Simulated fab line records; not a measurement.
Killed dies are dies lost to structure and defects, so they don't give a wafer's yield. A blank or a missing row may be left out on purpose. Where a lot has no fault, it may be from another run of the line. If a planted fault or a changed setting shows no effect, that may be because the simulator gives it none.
Split-lot experiment :: flow n5-finfet :: 21 wafers read from 7 lots, route of 1938 steps

ABOUT THE SPLIT
At N5_MOL_CONTACT_COAG_EXPOSE_05 (exposes mask CA, defocus 0 nm), the setting dose-mj was moved away from the recipe's 38.25 on 8 of the 21 wafers read, by -2.3% to +6.8%. All remaining wafers had this setting at the recipe value.

FROM THE SPLIT TO THE READING: what the file shows between them, 2 steps
- N5_MOL_CONTACT_COAG_PEB_06: peb time 60 s
- N5_MOL_CONTACT_COAG_DEVELOP_07: develop time 30 s

THE READING
Shown in nm: cd-nm at N5_MOL_CONTACT_COAG_CD_MEAS_08, with target cd 28 nm. Typical for fault-free wafers on this fab line: 28.05 nm, with standard deviation 0.23 nm.

wafer: L076.1
tool, chamber at the split: euv-scanner-02, 0
dose-mj as run: 38.25
against the recipe: recipe
cd-nm, nm: 28.29
against lot-mates on the recipe: -

wafer: L076.2
tool, chamber at the split: euv-scanner-02, 0
dose-mj as run: 38.25
against the recipe: recipe
cd-nm, nm: 28.09
against lot-mates on the recipe: -

wafer: L076.6
tool, chamber at the split: euv-scanner-02, 0
dose-mj as run: 38.25
against the recipe: recipe
cd-nm, nm: 27.72
against lot-mates on the recipe: -

wafer: L078.1
tool, chamber at the split: euv-scanner-01, 0
dose-mj as run: 40.46
against the recipe: +5.8%
cd-nm, nm: 29.24
against lot-mates on the recipe: +1.08

wafer: L078.4
tool, chamber at the split: euv-scanner-01, 0
dose-mj as run: 40.46
against the recipe: +5.8%
cd-nm, nm: 28.86
against lot-mates on the recipe: +0.70

wafer: L078.5
tool, chamber at the split: euv-scanner-01, 0
dose-mj as run: 38.25
against the recipe: recipe
cd-nm, nm: 28.16
against lot-mates on the recipe: -

wafer: L081.3
tool, chamber at the split: euv-scanner-02, 0
dose-mj as run: 38.25
against the recipe: recipe
cd-nm, nm: 27.51
against lot-mates on the recipe: -

wafer: L081.4
tool, chamber at the split: euv-scanner-02, 0
dose-mj as run: 38.25
against the recipe: recipe
cd-nm, nm: 27.80
against lot-mates on the recipe: -

wafer: L081.6
tool, chamber at the split: euv-scanner-02, 0
dose-mj as run: 40.85
against the recipe: +6.8%
cd-nm, nm: 29.62
against lot-mates on the recipe: +1.96

wafer: L084.1
tool, chamber at the split: euv-scanner-01, 0
dose-mj as run: 40.03
against the recipe: +4.7%
cd-nm, nm: 28.85
against lot-mates on the recipe: +0.67

wafer: L084.4
tool, chamber at the split: euv-scanner-01, 0
dose-mj as run: 40.03
against the recipe: +4.7%
cd-nm, nm: 28.85
against lot-mates on the recipe: +0.67

wafer: L084.6
tool, chamber at the split: euv-scanner-01, 0
dose-mj as run: 38.25
against the recipe: recipe
cd-nm, nm: 28.18
against lot-mates on the recipe: -

wafer: L085.2
tool, chamber at the split: euv-scanner-02, 0
dose-mj as run: 37.36
against the recipe: -2.3%
cd-nm, nm: 27.67
against lot-mates on the recipe: -0.19

wafer: L085.5
tool, chamber at the split: euv-scanner-02, 0
dose-mj as run: 37.36
against the recipe: -2.3%
cd-nm, nm: 27.34
against lot-mates on the recipe: -0.52

wafer: L085.6
tool, chamber at the split: euv-scanner-02, 0
dose-mj as run: 38.25
against the recipe: recipe
cd-nm, nm: 27.86
against lot-mates on the recipe: -

wafer: L088.1
tool, chamber at the split: euv-scanner-01, 0
dose-mj as run: 38.25
against the recipe: recipe
cd-nm, nm: 28.12
against lot-mates on the recipe: -

wafer: L088.5
tool, chamber at the split: euv-scanner-01, 0
dose-mj as run: 38.25
against the recipe: recipe
cd-nm, nm: 28.17
against lot-mates on the recipe: -

wafer: L088.6
tool, chamber at the split: euv-scanner-01, 0
dose-mj as run: 38.25
against the recipe: recipe
cd-nm, nm: 27.77
against lot-mates on the recipe: -

wafer: L090.1
tool, chamber at the split: euv-scanner-02, 0
dose-mj as run: 38.25
against the recipe: recipe
cd-nm, nm: 28.17
against lot-mates on the recipe: -

wafer: L090.2
tool, chamber at the split: euv-scanner-02, 0
dose-mj as run: 39.06
against the recipe: +2.1%
cd-nm, nm: 28.81
against lot-mates on the recipe: +0.77

wafer: L090.5
tool, chamber at the split: euv-scanner-02, 0
dose-mj as run: 38.25
against the recipe: recipe
cd-nm, nm: 27.91
against lot-mates on the recipe: -

THE FIT
A straight line over all 21 wafers: cd-nm changes by +0.206 nm for each +1% of dose-mj; r = +0.92; the points scatter about the line by 0.23 nm.
The same after taking each lot's own level away (the mean of its wafers on the recipe; 21 wafers): +0.191 nm for each +1%; r = +0.90; scatter 0.26 nm.
According to that fit, moving dose-mj by its largest amount changes the reading by 1.3 nm.
Measured against the standard deviation above, the lots' own levels, which go from 27.655 to 28.180 nm, span 2.3 times it.
Consequently the slope shifts little with the lot-to-lot level, the two slopes agreeing.
Check: +1.07 nm against its lot-mates is what the line predicts for one of the wafers moved furthest among these (+6.8%) when that wafer is left out of the fit. Against them it came out at +1.96 nm.

ADDITIONAL SPLITS CARRIED BY THESE WAFERS
Note: prior to the reading, these wafers also went through further splits. Each is held against what the fit with the lots' levels taken away leaves over:
other split on the same wafers: N5_HKMG_FIN_DEVELOP_11 develop-time-s
wafers away from the commonest value: 12
r with cd-nm (lot level and that fit taken away): -0.13

THE WHOLE CHAIN: every reading that the file lists as answering this split, in the file's order
step: N5_MOL_CONTACT_COAG_CD_MEAS_08
what it does: target cd 28 nm
reading: cd-nm
change (the file's fit): +0.217 nm for each +1% of the setting
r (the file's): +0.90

step: N5_MOL_CONTACT_COAG_ETCH_59
what it does: etches underlayer in N2/H2, target depth 13 nm, time 10.4 s
reading: MOL_CONTACT_COAG.cd-offset-nm (the simulator's own value, which no gauge read)
change (the file's fit): +0.176 nm for each +1% of the setting
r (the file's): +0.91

step: N5_MOL_CONTACT_COAG_ETCH_105
what it does: etches SiARC in CF4, target depth 15.6 nm, time 26 s
reading: MOL_CONTACT_COAG.cd-offset-nm (the simulator's own value, which no gauge read)
change (the file's fit): +0.206 nm for each +1% of the setting
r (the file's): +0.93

step: N5_MOL_CONTACT_COAG_CONTACT_ETCH_14
what it does: etches SiO2 in C4F6/O2, target depth 27.5 nm, overetch 8.5 nm, time 20 s
reading: MOL_CONTACT_COAG.cd-offset-nm (the simulator's own value, which no gauge read)
change (the file's fit): +0.188 nm for each +1% of the setting
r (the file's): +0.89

step: N5_MOL_CONTACT_COAG_ETCH_15
what it does: etches SiNx in CH3F/O2, stops on Si:P, target depth 7 nm
reading: MOL_CONTACT_COAG.cd-offset-nm (the simulator's own value, which no gauge read)
change (the file's fit): +0.195 nm for each +1% of the setting
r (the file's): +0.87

THE FILE'S OWN FIT
cd-nm changes by +0.217 nm for each +1% of dose-mj, r = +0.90.
